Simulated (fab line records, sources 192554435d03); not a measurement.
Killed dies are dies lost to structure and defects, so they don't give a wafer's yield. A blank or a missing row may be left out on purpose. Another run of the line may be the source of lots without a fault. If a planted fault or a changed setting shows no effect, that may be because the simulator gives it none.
A lot that was struck, set against a sound lot + flow n5 finfet + 44 out of 1938 route steps
Sound: these wafers, L780.3, L780.4, L780.5. Struck: wafer L768.6 (left out: L768.4, a lot-mate that was not struck); the cause follows at the end.
Order at every step that has rows: each side's tool, ch and its chambers, its first start. Under that, the readings that differ: sound wafers + struck wafers + difference of the means + sigmas: that difference in standard deviations of wafers without a fault.
alike: a reading whose means differ by less than 2 such deviations, as well as words and numbers matching on both sides. not compared: withheld readings; readings where some wafer has no value; bounds like >300 that might hide an equal value; numbers whose values overlap and for which the record gives no deviation.
A row with sigmas, a row that says differs or no value, or rows on one side alone: a step with any of these is where the two part. Numbers that don't overlap but have no deviation are shown without sigmas and don't part them. Lack of a reading on every wafer of one side parts them only where that side has two or more wafers.

first, 3 steps without rows for these wafers: N5_BEOL_M3_ANNEAL_95 (time 240 s); N5_BEOL_M3_SPUTTER_96 (material Cu, target thk 4.5 nm, time 8.29 s); N5_BEOL_M3_ECD_50 (material Cu, target thk 300 nm).
N5_BEOL_M3_ANNEAL_51: time 90 s.
  sound on rtp anneal-01 ch 0, day 13 03:02; struck on rtp anneal-01 ch 0, day 8 20:45
  alike: anneal temp c, wafer_temp_C_max
then, 1 step without rows for these wafers: N5_BEOL_M3_CMP_52 (polishes, stops on SiOC, t overpolish 6.8 s, target thk 40 nm).
N5_BEOL_M3_THK_MEAS_53: measures by xrf.
  sound on film metro-01, day 13 03:32; struck on film metro-01, day 8 21:13
  alike: M3_THK
N5_BEOL_M3_PRE_CLEAN_60: time 15 s.
  sound on cvd co-01 ch 0,2, day 13 03:34; struck on cvd co-01 ch 0, day 8 21:17
  alike: heater power w
N5_BEOL_M3_CO_CAP_55: material Co, precursor CCTBA/H2, target thk 2 nm, time 102.1 s.
  sound on cvd co-01 ch 0,2, day 13 03:37; struck on cvd co-01 ch 0, day 8 21:20
  alike: heater power w
then, 2 steps without rows for these wafers: N5_BEOL_M3_PRE_CLEAN_56 (time 15 s); N5_BEOL_M3_DEP_57 (deposits SiCN from 3MS/NH3, target thk 8 nm, time 14 s).
N5_BEOL_M3_RS_MEAS_58: measurement is done with a four-point probe.
  sound on film metro-01, day 13 03:47; struck on film metro-01, day 8 21:29
  alike: M3_RS
N5_BEOL_M3_INSPECT_59: inspects for defects (darkfield).
  sound on defect inspect-01, day 13 03:49; struck on defect inspect-02, day 8 21:31
  alike: raw defect count
N5_BEOL_M4_ILD_DEP_00: deposits SiOC from DEMS/O2, target thk 79 nm, time 15.3 s.
  sound on pecvd-04 ch 0,2, day 13 03:51; struck on pecvd-03 ch 0, day 8 21:34
| reading                                      | sound          | struck | difference | sigmas |
|----------------------------------------------|----------------|--------|------------|--------|
| heater power w (W)                           | 605 611 537    | 446    | -138       | -2     |
| model.SiOC_of_BEOL_M4_ILD_DEP_00.thk nm (nm) | 76.8 78.6 78.8 | 23     | -55        |        |
  alike: showerhead plenum p Torr, throttle valve pct
N5_BEOL_M4_THK_MEAS_01:
  sound on film metro-01, day 13 03:55; struck on film metro-02, day 8 21:37
| reading         | sound          | struck | difference | sigmas |
|-----------------|----------------|--------|------------|--------|
| M4_ILD_THK (nm) | 76.7 78.6 78.9 | 23.1   | -55.0      | -50    |
then, 11 steps without rows for these wafers: N5_BEOL_M4_PECVD_72 (deposits SiO2 from TEOS/O2, target thk 16 nm, time 18 s); N5_BEOL_M4_HM_DEP_02 (deposits TiN, target thk 20 nm); N5_BEOL_M4_COAT_61 (time 60 s, resist thk 60 nm); N5_BEOL_M4_COAT_62 (time 60 s, resist thk 12 nm); N5_BEOL_M4_COAT_73 (time 60 s, resist thk 5 nm); N5_BEOL_M4_COAT_05 (resist thk 30 nm); N5_BEOL_M4_EBR_07; N5_BEOL_M4_SOFTBAKE_06 (time 60 s); N5_BEOL_M4_EXPOSE_08 (exposes mask M4); N5_BEOL_M4_PEB_09 (peb time 60 s); N5_BEOL_M4_DEVELOP_10 (develop time 30 s).
N5_BEOL_M4_CD_MEAS_11: the cd target is 16.79 nm.
  sound on cd sem-02 ch 0, day 13 07:19; struck on cd sem-02 ch 0, day 8 23:43
  alike: cd nm
N5_BEOL_M4_OVL_MEAS_12:
  sound on overlay-02 ch 0, day 13 07:21; struck on overlay-01 ch 0, day 8 23:46
  alike: M4_OVL
N5_BEOL_M4_INSPECT_13: inspects for defects (brightfield).
  sound on defect inspect-01, day 13 07:23; struck on defect inspect-01, day 8 23:49
  alike: raw defect count
N5_BEOL_M4_DESCUM_16: chemistry O2, time 7 s.
  sound on rie diel-04 ch 0,1, day 13 07:26; struck on rie diel-05 ch 0, day 9 00:01
| reading      | sound             | struck | difference | sigmas |
|--------------|-------------------|--------|------------|--------|
| rf vpp V (V) | 244.5 244.1 244.4 | 241.4  | -2.9       | -2     |
| temp c (C)   | 40.08 40.16 40.12 | 39.87  | -0.25      | -2     |
  alike: drypump motor current A, oes product au, showerhead plenum p Torr, throttle valve pct
  not compared: rf hours counter h
then, 5 steps without rows for these wafers: N5_BEOL_M4_ETCH_74 (etches underlayer in N2/H2, target depth 6.5 nm, time 5.2 s); N5_BEOL_M4_ETCH_63 (etches SiARC in CF4, target depth 15.6 nm, time 26 s); N5_BEOL_M4_ETCH_64 (etches SOC in N2/H2, target depth 75 nm, overetch 22.5 nm, time 121.9 s); N5_BEOL_M4_STRIP_65 (strips in N2/H2); N5_BEOL_M4_STRIP_75 (strips in N2/H2).
N5_BEOL_M4_STRIP_66: strips in CF4.
  sound on rie diel-04 ch 0,1, day 13 07:40; struck on rie diel-05 ch 0, day 9 00:13
  alike: drypump motor current A, oes product au, rf vpp V, showerhead plenum p Torr, throttle valve pct
  not compared: rf hours counter h
then, 2 steps without rows for these wafers: N5_BEOL_M4_HM_OPEN_17 (chemistry Cl2/BCl3, target TiN, target depth 20 nm, overetch 6 nm); N5_BEOL_M4_STRIP_19 (strips in O2).
N5_BEOL_M4_CD_MEAS_18: pitch 36 nm, target cd 18 nm.
  sound on cd sem-01, day 13 08:00; struck on cd sem-02, day 9 00:38
  alike: cd nm
then, 4 steps without rows for these wafers: N5_BEOL_M4_COAT_67 (time 60 s, resist thk 60 nm); N5_BEOL_M4_COAT_68 (time 60 s, resist thk 12 nm); N5_BEOL_M4_COAT_76 (time 60 s, resist thk 5 nm); N5_BEOL_M4_COAT_22 (resist thk 30 nm).
N5_BEOL_M4_CMP_52: polishes, stops on SiOC, t overpolish 6.8 s, target thk 40 nm.
  sound on cmp-02 ch 0,1,3, day 13 19:38; struck on cmp-02 ch 0, day 9 07:05
| reading                                      | sound          | struck | difference | sigmas |
|----------------------------------------------|----------------|--------|------------|--------|
| model.SiOC_of_BEOL_M4_ILD_DEP_00.thk nm (nm) | 73.8 75.6 75.8 | 20     | -55        |        |
  alike: clearing platen rpm, motor current A
N5_BEOL_M4_RC_MEAS_101:
  the record has rows for the sound wafers here (prober-02 ch 0, day 13 20:35) and none for the struck ones

## WHERE THEY PART
Last at N5_BEOL_M4_RC_MEAS_101 as far as this record goes, first at N5_BEOL_M4_ILD_DEP_00.

WHY: what had been put in by the simulator
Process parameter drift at N5_BEOL_M4_ILD_DEP_00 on pecvd-03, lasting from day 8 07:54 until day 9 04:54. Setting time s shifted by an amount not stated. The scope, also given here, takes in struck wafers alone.
